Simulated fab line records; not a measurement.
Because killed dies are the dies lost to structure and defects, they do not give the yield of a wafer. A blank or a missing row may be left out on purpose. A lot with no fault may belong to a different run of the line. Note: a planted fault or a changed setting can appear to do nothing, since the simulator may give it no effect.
fab line records :: flow n5-finfet
record
  lots=5
  wafers=15
  last-day=17
route steps=1938 shown PASSIVATION@1917
lots that met no fault: taken from a fault-free run of the same line
start-h: hours from the record's opening day to when the first of the lot's shown wafers began :: wait-h: time in hours since the lot's previous step :: " as in the row above :: L1.1+2: several wafers, shown together as one row :: - no value, or no start given :: * or withheld: withheld :: < > ~ a bound
route shown NAME@n: NAME is a module with steps in the file, n the number in the route of the first one :: usual: mean/standard deviation taken from wafers without a fault :: same: alike in all rows :: chamber/n: place in a boat :: sites: per-site readings :: _std_site: the values' standard deviation :: _edge_site: the outer-site mean with the inner-site mean subtracted :: radius-mm: how far each site lies from the wafer's centre :: mask NAME#n: copy n :: behind: tool/chamber where the wafer was last shaped :: hold: why the lot was held/for how many hours/how that ended :: device: the transistor (n, p or np) that didn't switch :: end of line: the route-end tests of the same wafers :: a step given without rows: its recipe and nothing more :: killed: at the first sort, the dies lost to defects and structure; wafer yield is something else :: map: a wafer's dies, x killed, . not, _ none there
set.NAME: the setting as run; set.NAME@STEP: as run at that earlier step :: model.NAME: the simulator's own value behind a step, which no gauge read
lots at some steps of the route; a table a step, a row a wafer
services: a tool's chamber out of use, with start hour (start-h, from the record's first day; less than 0 if before it), hours out, and reason
## steps
# step N5_PASSIVATION_HMDS_37
# recipe
  time-s=60
  temp-c=120
# step N5_PASSIVATION_COAT_38
# recipe
  spin-rpm=3000
  resist-thk-nm=withheld
# step N5_PASSIVATION_EBR_40
# recipe
  solvent=PGMEA
  ebr-width-mm=1.5
# step N5_PASSIVATION_SOFTBAKE_39
# recipe
  temp-c=110
  time-s=120
# step N5_PASSIVATION_EXPOSE_41
# recipe
  mask-id=PASS_OPEN
  na=0.55
  defocus-nm=0
  source-shape=conventional
  sigma-outer=0.8
  polarization=unpolarized
  target-cd-nm=40000
  dose-mj=57.25
# step N5_PASSIVATION_PEB_42
# recipe
  peb-temp-c=withheld
  peb-time-s=*
# step N5_PASSIVATION_DEVELOP_43
# recipe
  develop-time-s=60
  rinse-liquid=diw
  dry=air-spin
  dev-temp-c=21
# step N5_PASSIVATION_HARDBAKE_45
# recipe
  temp-c=130
  time-s=120
# step N5_PASSIVATION_CD_MEAS_44
# recipe
  target-cd-nm=40000
  landing-energy-ev=500
  detector=se-inlens
# usual
  cd-nm=40001/3.1
lot.wafer: L851.1
tool: cd-sem-01
chamber: 0
start-h: 294.24
wait-h: -
cd-nm: 40002

lot.wafer: L851.3
tool: cd-sem-01
chamber: 0
start-h: 294.24
wait-h: -
cd-nm: 40004

lot.wafer: L851.5
tool: cd-sem-01
chamber: 0
start-h: 294.24
wait-h: -
cd-nm: 39999

lot.wafer: L852.1
tool: cd-sem-03
chamber: 0
start-h: 301.11
wait-h: -
cd-nm: 39999

lot.wafer: L852.2
tool: cd-sem-03
chamber: 0
start-h: 301.11
wait-h: -
cd-nm: 39998

lot.wafer: L852.5
tool: cd-sem-03
chamber: 0
start-h: 301.11
wait-h: -
cd-nm: 40001

lot.wafer: L859.1
tool: cd-sem-03
chamber: 0
start-h: 344.13
wait-h: -
cd-nm: 39997

lot.wafer: L859.4
tool: cd-sem-03
chamber: 0
start-h: 344.13
wait-h: -
cd-nm: 40000

lot.wafer: L859.5
tool: cd-sem-03
chamber: 0
start-h: 344.13
wait-h: -
cd-nm: 39998

lot.wafer: L863.2
tool: cd-sem-01
chamber: 0
start-h: 359.63
wait-h: -
cd-nm: 40001

lot.wafer: L863.5
tool: cd-sem-01
chamber: 0
start-h: 359.63
wait-h: -
cd-nm: 39997

lot.wafer: L863.6
tool: cd-sem-01
chamber: 0
start-h: 359.63
wait-h: -
cd-nm: 39997

lot.wafer: L869.2
tool: cd-sem-01
chamber: 0
start-h: 405.15
wait-h: -
cd-nm: 40001

lot.wafer: L869.3
tool: cd-sem-01
chamber: 0
start-h: 405.15
wait-h: -
cd-nm: 40004

lot.wafer: L869.6
tool: cd-sem-01
chamber: 0
start-h: 405.15
wait-h: -
cd-nm: 40003
# step N5_PASSIVATION_OVL_MEAS_66
# recipe
  points-per-wafer=44
# usual
  PASS_OPEN_OVL=1/5.6
lot.wafer: L851.1
tool: overlay-01
chamber: 0
start-h: 294.27
wait-h: 0.0
PASS_OPEN_OVL[nm]: 0

lot.wafer: L851.3
tool: overlay-01
chamber: 0
start-h: 294.27
wait-h: 0.0
PASS_OPEN_OVL[nm]: -6

lot.wafer: L851.5
tool: overlay-01
chamber: 0
start-h: 294.27
wait-h: 0.0
PASS_OPEN_OVL[nm]: 3

lot.wafer: L852.1
tool: overlay-02
chamber: 0
start-h: 301.14
wait-h: 0.0
PASS_OPEN_OVL[nm]: -2

lot.wafer: L852.2
tool: overlay-02
chamber: 0
start-h: 301.14
wait-h: 0.0
PASS_OPEN_OVL[nm]: 5

lot.wafer: L852.5
tool: overlay-02
chamber: 0
start-h: 301.14
wait-h: 0.0
PASS_OPEN_OVL[nm]: -3

lot.wafer: L859.1
tool: overlay-02
chamber: 0
start-h: 344.16
wait-h: 0.0
PASS_OPEN_OVL[nm]: -3

lot.wafer: L859.4
tool: overlay-02
chamber: 0
start-h: 344.16
wait-h: 0.0
PASS_OPEN_OVL[nm]: 2

lot.wafer: L859.5
tool: overlay-02
chamber: 0
start-h: 344.16
wait-h: 0.0
PASS_OPEN_OVL[nm]: -5

lot.wafer: L863.2
tool: overlay-02
chamber: 0
start-h: 359.66
wait-h: 0.0
PASS_OPEN_OVL[nm]: 7

lot.wafer: L863.5
tool: overlay-02
chamber: 0
start-h: 359.66
wait-h: 0.0
PASS_OPEN_OVL[nm]: 1

lot.wafer: L863.6
tool: overlay-02
chamber: 0
start-h: 359.66
wait-h: 0.0
PASS_OPEN_OVL[nm]: -1

lot.wafer: L869.2
tool: overlay-01
chamber: 0
start-h: 405.18
wait-h: 0.0
PASS_OPEN_OVL[nm]: 0

lot.wafer: L869.3
tool: overlay-01
chamber: 0
start-h: 405.18
wait-h: 0.0
PASS_OPEN_OVL[nm]: 12

lot.wafer: L869.6
tool: overlay-01
chamber: 0
start-h: 405.18
wait-h: 0.0
PASS_OPEN_OVL[nm]: -3
# step N5_PASSIVATION_INSPECT_67
# recipe
  mode=adi
  inspect-instrument=macro
# usual
  raw-defect-count=1.9/1.3
lot.wafer: L851.1
tool: defect-inspect-01
chamber: -
start-h: 294.29
wait-h: 0.0
raw-defect-count: 1

lot.wafer: L851.3
tool: defect-inspect-01
chamber: -
start-h: 294.29
wait-h: 0.0
raw-defect-count: 0

lot.wafer: L851.5
tool: defect-inspect-01
chamber: -
start-h: 294.29
wait-h: 0.0
raw-defect-count: 2

lot.wafer: L852.1
tool: defect-inspect-01
chamber: -
start-h: 301.16
wait-h: 0.0
raw-defect-count: 1

lot.wafer: L852.2
tool: defect-inspect-01
chamber: -
start-h: 301.16
wait-h: 0.0
raw-defect-count: 0

lot.wafer: L852.5
tool: defect-inspect-01
chamber: -
start-h: 301.16
wait-h: 0.0
raw-defect-count: 2

lot.wafer: L859.1
tool: defect-inspect-01
chamber: -
start-h: 344.18
wait-h: 0.0
raw-defect-count: 5

lot.wafer: L859.4
tool: defect-inspect-01
chamber: -
start-h: 344.18
wait-h: 0.0
raw-defect-count: 3

lot.wafer: L859.5
tool: defect-inspect-01
chamber: -
start-h: 344.18
wait-h: 0.0
raw-defect-count: 1

lot.wafer: L863.2
tool: defect-inspect-02
chamber: -
start-h: 359.68
wait-h: 0.0
raw-defect-count: 1

lot.wafer: L863.5
tool: defect-inspect-02
chamber: -
start-h: 359.68
wait-h: 0.0
raw-defect-count: 0

lot.wafer: L863.6
tool: defect-inspect-02
chamber: -
start-h: 359.68
wait-h: 0.0
raw-defect-count: 1

lot.wafer: L869.2
tool: defect-inspect-01
chamber: -
start-h: 405.20
wait-h: 0.0
raw-defect-count: 2

lot.wafer: L869.3
tool: defect-inspect-01
chamber: -
start-h: 405.20
wait-h: 0.0
raw-defect-count: 1

lot.wafer: L869.6
tool: defect-inspect-01
chamber: -
start-h: 405.20
wait-h: 0.0
raw-defect-count: 2
# step N5_PASSIVATION_DESCUM_46
# recipe
  chemistry=O2
  time-s=7.9
  source-power-w=50
  bias-power-w=20
  pressure-mtorr=20
  rf-frequency-hz=2.712e+07
  temp-c=40
  o2-flow-sccm=225
# usual
  drypump-motor-current-A=5.6/0.45
  oes-product-au=0.81/0.064
  rf-vpp-V=243.2/1.3
  showerhead-plenum-p-Torr=2.10/0.079
  throttle-valve-pct=20.44/0.19
lot.wafer: L851.1
tool: rie-diel-06
chamber: 3
start-h: 294.53
wait-h: 0.2
drypump-motor-current-A: 5.7
oes-product-au: 0.90
rf-hours-counter-h: 21
rf-vpp-V: 243.9
showerhead-plenum-p-Torr: 2.15
throttle-valve-pct: 20.53

lot.wafer: L851.3
tool: rie-diel-06
chamber: 0
start-h: 294.53
wait-h: 0.2
drypump-motor-current-A: 4.8
oes-product-au: 0.81
rf-hours-counter-h: 98
rf-vpp-V: 245.1
showerhead-plenum-p-Torr: 2.20
throttle-valve-pct: 20.63

lot.wafer: L851.5
tool: rie-diel-06
chamber: 2
start-h: 294.53
wait-h: 0.2
drypump-motor-current-A: 5.8
oes-product-au: 0.68
rf-hours-counter-h: -
rf-vpp-V: 243.7
showerhead-plenum-p-Torr: 2.06
throttle-valve-pct: 20.70

lot.wafer: L852.1
tool: rie-diel-05
chamber: 1
start-h: 301.20
wait-h: 0.0
drypump-motor-current-A: 6.1
oes-product-au: 0.83
rf-hours-counter-h: 61
rf-vpp-V: 242.9
showerhead-plenum-p-Torr: 2.13
throttle-valve-pct: 20.20

lot.wafer: L852.2
tool: rie-diel-05
chamber: 2
start-h: 301.20
wait-h: 0.0
drypump-motor-current-A: 5.6
oes-product-au: 0.81
rf-hours-counter-h: 111
rf-vpp-V: 242.7
showerhead-plenum-p-Torr: 2.01
throttle-valve-pct: 20.61

lot.wafer: L852.5
tool: rie-diel-05
chamber: 0
start-h: 301.20
wait-h: 0.0
drypump-motor-current-A: 5.5
oes-product-au: 0.82
rf-hours-counter-h: -
rf-vpp-V: 242.2
showerhead-plenum-p-Torr: 2.02
throttle-valve-pct: 20.20

lot.wafer: L859.1
tool: rie-diel-06
chamber: 1
start-h: 344.40
wait-h: 0.2
drypump-motor-current-A: 6.2
oes-product-au: 0.79
rf-hours-counter-h: 103
rf-vpp-V: 244.8
showerhead-plenum-p-Torr: 2.21
throttle-valve-pct: 20.62

lot.wafer: L859.4
tool: rie-diel-06
chamber: 3
start-h: 344.40
wait-h: 0.2
drypump-motor-current-A: 5.7
oes-product-au: 0.86
rf-hours-counter-h: -
rf-vpp-V: 243.0
showerhead-plenum-p-Torr: 2.14
throttle-valve-pct: 20.59

lot.wafer: L859.5
tool: rie-diel-06
chamber: 0
start-h: 344.40
wait-h: 0.2
drypump-motor-current-A: 4.8
oes-product-au: 0.78
rf-hours-counter-h: -
rf-vpp-V: 246.3
showerhead-plenum-p-Torr: 2.19
throttle-valve-pct: 20.67

lot.wafer: L863.2
tool: rie-diel-01
chamber: 1
start-h: 359.71
wait-h: 0.0
drypump-motor-current-A: 5.7
oes-product-au: 0.92
rf-hours-counter-h: 22
rf-vpp-V: 242.4
showerhead-plenum-p-Torr: 2.05
throttle-valve-pct: 20.26

lot.wafer: L863.5
tool: rie-diel-01
chamber: 2
start-h: 359.71
wait-h: 0.0
drypump-motor-current-A: 5.3
oes-product-au: 0.71
rf-hours-counter-h: -
rf-vpp-V: 241.2
showerhead-plenum-p-Torr: 2.00
throttle-valve-pct: 20.41

lot.wafer: L863.6
tool: rie-diel-01
chamber: 3
start-h: 359.71
wait-h: 0.0
drypump-motor-current-A: 5.4
oes-product-au: 0.74
rf-hours-counter-h: -
rf-vpp-V: 242.2
showerhead-plenum-p-Torr: 2.00
throttle-valve-pct: 20.14

lot.wafer: L869.2
tool: rie-diel-01
chamber: 0
start-h: 405.38
wait-h: 0.2
drypump-motor-current-A: 6.2
oes-product-au: 0.87
rf-hours-counter-h: 54
rf-vpp-V: 242.0
showerhead-plenum-p-Torr: 2.04
throttle-valve-pct: 20.57

lot.wafer: L869.3
tool: rie-diel-01
chamber: 1
start-h: 405.38
wait-h: 0.2
drypump-motor-current-A: 5.6
oes-product-au: 0.89
rf-hours-counter-h: 38
rf-vpp-V: 242.3
showerhead-plenum-p-Torr: 2.04
throttle-valve-pct: 20.28

lot.wafer: L869.6
tool: rie-diel-01
chamber: 3
start-h: 405.38
wait-h: 0.2
drypump-motor-current-A: 5.3
oes-product-au: 0.73
rf-hours-counter-h: -
rf-vpp-V: 240.6
showerhead-plenum-p-Torr: 2.00
throttle-valve-pct: 20.16
# step N5_PASSIVATION_PASS_ETCH_47
# recipe
  chemistry=CF4/O2
  target=SiNx
  target-depth-a=7700
  time-s=385
  ion-energy-ev=100
  pressure-mtorr=40
  source-w=535
  bias-w=49
  Ar_flow_sccm=100
  cf4-flow-sccm=100
  O2_flow_sccm=10
# usual
  drypump-motor-current-A=5.6/0.45
  mfc-ar-sccm=100.00/0.28
  oes-product-au=0.82/0.062
  rf-vpp-V=239.6/2
  showerhead-plenum-p-Torr=2.21/0.076
  throttle-valve-pct=15.87/0.18
lot.wafer: L851.1
tool: rie-diel-06
chamber: 3
start-h: 294.56
wait-h: 0.0
drypump-motor-current-A: 5.7
mfc-ar-sccm: 100.29
oes-product-au: 0.90
rf-hours-counter-h: 21
rf-vpp-V: 241.6
showerhead-plenum-p-Torr: 2.26
throttle-valve-pct: 15.93
model.etch.depth-nm: 767.6

lot.wafer: L851.3
tool: rie-diel-06
chamber: 0
start-h: 294.56
wait-h: 0.0
drypump-motor-current-A: 4.8
mfc-ar-sccm: 99.88
oes-product-au: 0.80
rf-hours-counter-h: 98
rf-vpp-V: 241.4
showerhead-plenum-p-Torr: 2.31
throttle-valve-pct: 16.03
model.etch.depth-nm: 774.9

lot.wafer: L851.5
tool: rie-diel-06
chamber: 2
start-h: 294.56
wait-h: 0.0
drypump-motor-current-A: 5.8
mfc-ar-sccm: 100.03
oes-product-au: 0.69
rf-hours-counter-h: -
rf-vpp-V: 237.9
showerhead-plenum-p-Torr: 2.18
throttle-valve-pct: 16.20
model.etch.depth-nm: 750.5

lot.wafer: L852.1
tool: rie-diel-05
chamber: 1
start-h: 301.23
wait-h: 0.0
drypump-motor-current-A: 6.1
mfc-ar-sccm: 99.50
oes-product-au: 0.84
rf-hours-counter-h: 61
rf-vpp-V: 240.2
showerhead-plenum-p-Torr: 2.23
throttle-valve-pct: 15.61
model.etch.depth-nm: 786.7

lot.wafer: L852.2
tool: rie-diel-05
chamber: 2
start-h: 301.23
wait-h: 0.0
drypump-motor-current-A: 5.7
mfc-ar-sccm: 99.76
oes-product-au: 0.81
rf-hours-counter-h: 112
rf-vpp-V: 238.5
showerhead-plenum-p-Torr: 2.13
throttle-valve-pct: 16.11
model.etch.depth-nm: 789.5

lot.wafer: L852.5
tool: rie-diel-05
chamber: 0
start-h: 301.23
wait-h: 0.0
drypump-motor-current-A: 5.5
mfc-ar-sccm: 99.92
oes-product-au: 0.81
rf-hours-counter-h: -
rf-vpp-V: 240.9
showerhead-plenum-p-Torr: 2.15
throttle-valve-pct: 15.69
model.etch.depth-nm: 769.1

lot.wafer: L859.1
tool: rie-diel-06
chamber: 1
start-h: 344.43
wait-h: 0.0
drypump-motor-current-A: 6.2
mfc-ar-sccm: 100.29
oes-product-au: 0.76
rf-hours-counter-h: 103
rf-vpp-V: 238.3
showerhead-plenum-p-Torr: 2.31
throttle-valve-pct: 15.98
model.etch.depth-nm: 585.2

lot.wafer: L859.4
tool: rie-diel-06
chamber: 3
start-h: 344.43
wait-h: 0.0
drypump-motor-current-A: 5.7
mfc-ar-sccm: 100.29
oes-product-au: 0.83
rf-hours-counter-h: -
rf-vpp-V: 241.0
showerhead-plenum-p-Torr: 2.25
throttle-valve-pct: 15.94
model.etch.depth-nm: 590.8

lot.wafer: L859.5
tool: rie-diel-06
chamber: 0
start-h: 344.43
wait-h: 0.0
drypump-motor-current-A: 4.8
mfc-ar-sccm: 99.98
oes-product-au: 0.75
rf-hours-counter-h: -
rf-vpp-V: 241.9
showerhead-plenum-p-Torr: 2.30
throttle-valve-pct: 16.07
model.etch.depth-nm: 598.3

lot.wafer: L863.2
tool: rie-diel-01
chamber: 1
start-h: 359.75
wait-h: 0.0
drypump-motor-current-A: 5.6
mfc-ar-sccm: 100.05
oes-product-au: 0.92
rf-hours-counter-h: 22
rf-vpp-V: 239.9
showerhead-plenum-p-Torr: 2.17
throttle-valve-pct: 15.66
model.etch.depth-nm: 772.8

lot.wafer: L863.5
tool: rie-diel-01
chamber: 2
start-h: 359.75
wait-h: 0.0
drypump-motor-current-A: 5.3
mfc-ar-sccm: 99.61
oes-product-au: 0.73
rf-hours-counter-h: -
rf-vpp-V: 237.1
showerhead-plenum-p-Torr: 2.11
throttle-valve-pct: 15.83
model.etch.depth-nm: 776.5

lot.wafer: L863.6
tool: rie-diel-01
chamber: 3
start-h: 359.75
wait-h: 0.0
drypump-motor-current-A: 5.3
mfc-ar-sccm: 99.78
oes-product-au: 0.75
rf-hours-counter-h: -
rf-vpp-V: 240.3
showerhead-plenum-p-Torr: 2.11
throttle-valve-pct: 15.60
model.etch.depth-nm: 769

lot.wafer: L869.2
tool: rie-diel-01
chamber: 0
start-h: 405.42
wait-h: 0.0
drypump-motor-current-A: 6.2
mfc-ar-sccm: 99.88
oes-product-au: 0.86
rf-hours-counter-h: 54
rf-vpp-V: 236.2
showerhead-plenum-p-Torr: 2.16
throttle-valve-pct: 15.97
model.etch.depth-nm: 794.2

lot.wafer: L869.3
tool: rie-diel-01
chamber: 1
start-h: 405.42
wait-h: 0.0
drypump-motor-current-A: 5.7
mfc-ar-sccm: 100.33
oes-product-au: 0.89
rf-hours-counter-h: 38
rf-vpp-V: 239.8
showerhead-plenum-p-Torr: 2.16
throttle-valve-pct: 15.71
model.etch.depth-nm: 782.1

lot.wafer: L869.6
tool: rie-diel-01
chamber: 3
start-h: 405.42
wait-h: 0.0
drypump-motor-current-A: 5.4
mfc-ar-sccm: 100.09
oes-product-au: 0.74
rf-hours-counter-h: -
rf-vpp-V: 241.6
showerhead-plenum-p-Torr: 2.10
throttle-valve-pct: 15.65
model.etch.depth-nm: 765.2
# step N5_PASSIVATION_ETCH_54
# recipe
  chemistry=CHF3/O2
  target=SiO2
  target-depth-a=8800
  CHF3_flow_sccm=50
  O2_flow_sccm=5
  Ar_flow_sccm=200
  time-s=440
  mask-material=PR
  pressure-mtorr=30
  source-w=650
  bias-w=170
  ion-energy-ev=200
# usual
  drypump-motor-current-A=5.6/0.45
  mfc-ar-sccm=199.9/0.63
  oes-product-au=0.81/0.062
  rf-vpp-V=522/4.2
  showerhead-plenum-p-Torr=2.41/0.087
  throttle-valve-pct=18.81/0.19
lot.wafer: L851.1
tool: rie-diel-06
chamber: 3
start-h: 294.79
wait-h: 0.1
drypump-motor-current-A: 5.7
mfc-ar-sccm: 200.2
oes-product-au: 0.90
rf-hours-counter-h: 22
rf-vpp-V: 527
showerhead-plenum-p-Torr: 2.46
throttle-valve-pct: 18.87

lot.wafer: L851.3
tool: rie-diel-06
chamber: 0
start-h: 294.79
wait-h: 0.1
drypump-motor-current-A: 4.8
mfc-ar-sccm: 200.0
oes-product-au: 0.80
rf-hours-counter-h: 99
rf-vpp-V: 524
showerhead-plenum-p-Torr: 2.52
throttle-valve-pct: 18.99

lot.wafer: L851.5
tool: rie-diel-06
chamber: 2
start-h: 294.79
wait-h: 0.1
drypump-motor-current-A: 5.8
mfc-ar-sccm: 199.4
oes-product-au: 0.69
rf-hours-counter-h: -
rf-vpp-V: 517
showerhead-plenum-p-Torr: 2.37
throttle-valve-pct: 19.06

lot.wafer: L852.1
tool: rie-diel-05
chamber: 1
start-h: 301.46
wait-h: 0.1
drypump-motor-current-A: 6.1
mfc-ar-sccm: 198.9
oes-product-au: 0.85
rf-hours-counter-h: 61
rf-vpp-V: 522
showerhead-plenum-p-Torr: 2.44
throttle-valve-pct: 18.52

lot.wafer: L852.2
tool: rie-diel-05
chamber: 2
start-h: 301.46
wait-h: 0.1
drypump-motor-current-A: 5.6
mfc-ar-sccm: 200.1
oes-product-au: 0.81
rf-hours-counter-h: 112
rf-vpp-V: 518
showerhead-plenum-p-Torr: 2.33
throttle-valve-pct: 19.08

lot.wafer: L852.5
tool: rie-diel-05
chamber: 0
start-h: 301.46
wait-h: 0.1
drypump-motor-current-A: 5.5
mfc-ar-sccm: 200.3
oes-product-au: 0.81
rf-hours-counter-h: -
rf-vpp-V: 522
showerhead-plenum-p-Torr: 2.34
throttle-valve-pct: 18.62

lot.wafer: L859.1
tool: rie-diel-06
chamber: 1
start-h: 344.66
wait-h: 0.1
drypump-motor-current-A: 6.2
mfc-ar-sccm: 199.1
oes-product-au: 0.62
rf-hours-counter-h: 104
rf-vpp-V: 518
showerhead-plenum-p-Torr: 2.54
throttle-valve-pct: 18.99

lot.wafer: L859.4
tool: rie-diel-06
chamber: 3
start-h: 344.66
wait-h: 0.1
drypump-motor-current-A: 5.7
mfc-ar-sccm: 200.3
oes-product-au: 0.68
rf-hours-counter-h: -
rf-vpp-V: 525
showerhead-plenum-p-Torr: 2.45
throttle-valve-pct: 18.88

lot.wafer: L859.5
tool: rie-diel-06
chamber: 0
start-h: 344.66
wait-h: 0.1
drypump-motor-current-A: 4.8
mfc-ar-sccm: 200.6
oes-product-au: 0.62
rf-hours-counter-h: -
rf-vpp-V: 524
showerhead-plenum-p-Torr: 2.52
throttle-valve-pct: 19.01

lot.wafer: L863.2
tool: rie-diel-01
chamber: 1
start-h: 359.98
wait-h: 0.1
drypump-motor-current-A: 5.6
mfc-ar-sccm: 199.9
oes-product-au: 0.92
rf-hours-counter-h: 22
rf-vpp-V: 523
showerhead-plenum-p-Torr: 2.37
throttle-valve-pct: 18.66

lot.wafer: L863.5
tool: rie-diel-01
chamber: 2
start-h: 359.98
wait-h: 0.1
drypump-motor-current-A: 5.3
mfc-ar-sccm: 199.8
oes-product-au: 0.72
rf-hours-counter-h: -
rf-vpp-V: 516
showerhead-plenum-p-Torr: 2.29
throttle-valve-pct: 18.67

lot.wafer: L863.6
tool: rie-diel-01
chamber: 3
start-h: 359.98
wait-h: 0.1
drypump-motor-current-A: 5.3
mfc-ar-sccm: 199.6
oes-product-au: 0.74
rf-hours-counter-h: -
rf-vpp-V: 525
showerhead-plenum-p-Torr: 2.31
throttle-valve-pct: 18.53

lot.wafer: L869.2
tool: rie-diel-01
chamber: 0
start-h: 405.65
wait-h: 0.1
drypump-motor-current-A: 6.1
mfc-ar-sccm: 199.6
oes-product-au: 0.86
rf-hours-counter-h: 54
rf-vpp-V: 517
showerhead-plenum-p-Torr: 2.36
throttle-valve-pct: 18.97

lot.wafer: L869.3
tool: rie-diel-01
chamber: 1
start-h: 405.65
wait-h: 0.1
drypump-motor-current-A: 5.6
mfc-ar-sccm: 200.4
oes-product-au: 0.88
rf-hours-counter-h: 38
rf-vpp-V: 522
showerhead-plenum-p-Torr: 2.36
throttle-valve-pct: 18.65

lot.wafer: L869.6
tool: rie-diel-01
chamber: 3
start-h: 405.65
wait-h: 0.1
drypump-motor-current-A: 5.3
mfc-ar-sccm: 199.4
oes-product-au: 0.74
rf-hours-counter-h: -
rf-vpp-V: 525
showerhead-plenum-p-Torr: 2.31
throttle-valve-pct: 18.57
# step N5_PASSIVATION_STRIP_48
# recipe
  chemistry=O2
  power-w=600
  temp-c=60
  pressure-mtorr=30
  rf-frequency-hz=6e+07
  bias-power-w=0
  overash-fraction=0.5
  o2-flow-sccm=225
# usual
  drypump-motor-current-A=5.6/0.45
  oes-product-au=0.81/0.067
  rf-vpp-V=3.6/2.2
  showerhead-plenum-p-Torr=2.10/0.079
  throttle-valve-pct=16.67/0.19
lot.wafer: L851.1
tool: rie-diel-06
chamber: 3
start-h: 295.08
wait-h: 0.1
drypump-motor-current-A: 5.6
oes-product-au: 0.90
rf-hours-counter-h: 22
rf-vpp-V: 6.2
showerhead-plenum-p-Torr: 2.15
throttle-valve-pct: 16.73

lot.wafer: L851.3
tool: rie-diel-06
chamber: 0
start-h: 295.08
wait-h: 0.1
drypump-motor-current-A: 4.7
oes-product-au: 0.83
rf-hours-counter-h: 99
rf-vpp-V: 3.7
showerhead-plenum-p-Torr: 2.20
throttle-valve-pct: 16.85

lot.wafer: L851.5
tool: rie-diel-06
chamber: 2
start-h: 295.08
wait-h: 0.1
drypump-motor-current-A: 5.8
oes-product-au: 0.67
rf-hours-counter-h: -
rf-vpp-V: 6.7
showerhead-plenum-p-Torr: 2.07
throttle-valve-pct: 16.97

lot.wafer: L852.1
tool: rie-diel-05
chamber: 1
start-h: 301.75
wait-h: 0.1
drypump-motor-current-A: 6.1
oes-product-au: 0.80
rf-hours-counter-h: 61
rf-vpp-V: 0.6
showerhead-plenum-p-Torr: 2.13
throttle-valve-pct: 16.47

lot.wafer: L852.2
tool: rie-diel-05
chamber: 2
start-h: 301.75
wait-h: 0.1
drypump-motor-current-A: 5.7
oes-product-au: 0.80
rf-hours-counter-h: 112
rf-vpp-V: 8.5
showerhead-plenum-p-Torr: 2.01
throttle-valve-pct: 16.90

lot.wafer: L852.5
tool: rie-diel-05
chamber: 0
start-h: 301.75
wait-h: 0.1
drypump-motor-current-A: 5.5
oes-product-au: 0.81
rf-hours-counter-h: -
rf-vpp-V: 2.5
showerhead-plenum-p-Torr: 2.03
throttle-valve-pct: 16.51

lot.wafer: L859.1
tool: rie-diel-06
chamber: 1
start-h: 344.95
wait-h: 0.1
drypump-motor-current-A: 6.2
oes-product-au: 0.79
rf-hours-counter-h: 104
rf-vpp-V: 0.3
showerhead-plenum-p-Torr: 2.21
throttle-valve-pct: 16.87

lot.wafer: L859.4
tool: rie-diel-06
chamber: 3
start-h: 344.95
wait-h: 0.1
drypump-motor-current-A: 5.7
oes-product-au: 0.83
rf-hours-counter-h: -
rf-vpp-V: 0.6
showerhead-plenum-p-Torr: 2.14
throttle-valve-pct: 16.76

lot.wafer: L859.5
tool: rie-diel-06
chamber: 0
start-h: 344.95
wait-h: 0.1
drypump-motor-current-A: 4.8
oes-product-au: 0.80
rf-hours-counter-h: -
rf-vpp-V: 0.2
showerhead-plenum-p-Torr: 2.20
throttle-valve-pct: 16.89

lot.wafer: L863.2
tool: rie-diel-01
chamber: 1
start-h: 360.27
wait-h: 0.1
drypump-motor-current-A: 5.6
oes-product-au: 0.91
rf-hours-counter-h: 22
rf-vpp-V: 0.8
showerhead-plenum-p-Torr: 2.05
throttle-valve-pct: 16.41

lot.wafer: L863.5
tool: rie-diel-01
chamber: 2
start-h: 360.27
wait-h: 0.1
drypump-motor-current-A: 5.3
oes-product-au: 0.74
rf-hours-counter-h: -
rf-vpp-V: 2.0
showerhead-plenum-p-Torr: 2.01
throttle-valve-pct: 16.65

lot.wafer: L863.6
tool: rie-diel-01
chamber: 3
start-h: 360.27
wait-h: 0.1
drypump-motor-current-A: 5.4
oes-product-au: 0.74
rf-hours-counter-h: -
rf-vpp-V: 5.0
showerhead-plenum-p-Torr: 2.01
throttle-valve-pct: 16.38

lot.wafer: L869.2
tool: rie-diel-01
chamber: 0
start-h: 405.93
wait-h: 0.1
drypump-motor-current-A: 6.2
oes-product-au: 0.84
rf-hours-counter-h: 54
rf-vpp-V: 2.4
showerhead-plenum-p-Torr: 2.05
throttle-valve-pct: 16.78

lot.wafer: L869.3
tool: rie-diel-01
chamber: 1
start-h: 405.93
wait-h: 0.1
drypump-motor-current-A: 5.6
oes-product-au: 0.88
rf-hours-counter-h: 38
rf-vpp-V: 5.4
showerhead-plenum-p-Torr: 2.05
throttle-valve-pct: 16.40

lot.wafer: L869.6
tool: rie-diel-01
chamber: 3
start-h: 405.93
wait-h: 0.1
drypump-motor-current-A: 5.3
oes-product-au: 0.72
rf-hours-counter-h: -
rf-vpp-V: 1.3
showerhead-plenum-p-Torr: 2.01
throttle-valve-pct: 16.49
## services
tool: rie-diel-06
chamber: 2
start-h: 297.24
hours: -
kind: clean

tool: rie-diel-06
chamber: 2
start-h: 297.24
hours: -
kind: consumable-replace:focus-ring

tool: rie-diel-06
chamber: 2
start-h: 297.24
hours: 22.7
kind: scheduled-down

tool: rie-diel-06
chamber: 2
start-h: 297.24
hours: 22.7
kind: vent-cycle

tool: rie-diel-06
chamber: 0
start-h: 323.11
hours: 6.4
kind: repair

tool: rie-diel-05
chamber: -
start-h: 328.94
hours: 1.0
kind: repair

tool: rie-diel-06
chamber: 1
start-h: 331.98
hours: 7.0
kind: repair

tool: rie-diel-01
chamber: 3
start-h: 338.74
hours: 10.4
kind: repair

tool: rie-diel-06
chamber: 2
start-h: 343.55
hours: 9.0
kind: repair

tool: rie-diel-01
chamber: 1
start-h: 346.23
hours: 5.1
kind: repair
## key
first-sign
  step=N5_PASSIVATION_ETCH_54
  reading=oes-product-au
  direction=down
  sigmas=2.8
  usual=0.81
  struck=0.64
effect none on later readings
model-effect
  step=N5_PASSIVATION_PASS_ETCH_47
  value=etch.depth-nm
  without=769.4
  struck=591.4
met-at N5_PASSIVATION_PASS_ETCH_47
struck-wafers L859.1,L859.4,L859.5
later-rows-left-out L859.1,L859.4,L859.5
sort-left-out L859.1,L859.4,L859.5
onset-between 294.56 344.43
also-fits N5_PASSIVATION_DESCUM_46:rie-diel-06,N5_PASSIVATION_ETCH_54:rie-diel-06
fault
  kind=process-parameter-drift
  tool=rie-diel-06
  chamber=-
  onset-h=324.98
  steps=N5_PASSIVATION_PASS_ETCH_47
  channel=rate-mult
  offset=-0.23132
  shape=step
# sort-left-out: the simulated sort isn't trusted on such a fault, so these wafers' sort isn't shown, and their yield isn't known
# later-rows-left-out: the simulator's readings of these wafers behind a module that went badly wrong aren't trusted and aren't shown, but for the sort
